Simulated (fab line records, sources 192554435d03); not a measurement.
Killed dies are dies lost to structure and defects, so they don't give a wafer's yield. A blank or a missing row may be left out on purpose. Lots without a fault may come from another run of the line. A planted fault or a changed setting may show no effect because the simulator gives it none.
Chamber matching | flow n5_finfet | N5_SD_EPI_P_ETCH_36 on rie_diel-05: 4 sister chambers
The step etches SiARC in CF4, target depth 45.5 nm, time 75.8 s. 4 wafers are shown with their chamber, then 11 later ones without.

WAFERS WITH THEIR CHAMBER
wafer  | chamber | throttle_valve_pct (%)
L088.3 | 2       | 15.62
L089.4 | 3       | 16.09
L089.6 | 1       | 15.90
L091.1 | 0       | 15.78

WAFERS WITHOUT THEIR CHAMBER
wafer  | throttle_valve_pct (%)
L091.4 | 15.88
L091.5 | 15.65
L094.1 | 15.91
L094.5 | 16.11
L094.6 | 15.79
L096.1 | 15.91
L096.3 | 15.80
L096.5 | 15.79
L097.2 | 15.91
L097.4 | 15.80
L097.6 | 16.11

WHICH CHAMBER EACH WENT THROUGH
wafer  | from the rows above | in truth
L091.4 | 1                   | 1
L091.5 | 2                   | 2
L094.1 | 1                   | 1
L094.5 | 3                   | 3
L094.6 | 0                   | 0
L096.1 | 1                   | 1
L096.3 | 0                   | 0
L096.5 | 0                   | 0
L097.2 | 1                   | 1
L097.4 | 0                   | 0
L097.6 | 3                   | 3
Placed correctly: 11 of 11. Can't be placed from these rows: 0. Placed wrongly: 0.
How it was worked out, from the rows above alone: a wafer's distance from a chamber is the root of the sum, over the readings, of the square of ((its reading less the chamber's mean) divided by the reading's scatter). The wafer belongs to the nearest chamber; if the next one is less than 2 further off, it can't be placed. A chamber's mean is the mean of its shown wafers. The scatter: with one shown wafer a chamber, the root of the mean of the squares of how far each hidden wafer lies from its nearest shown one.
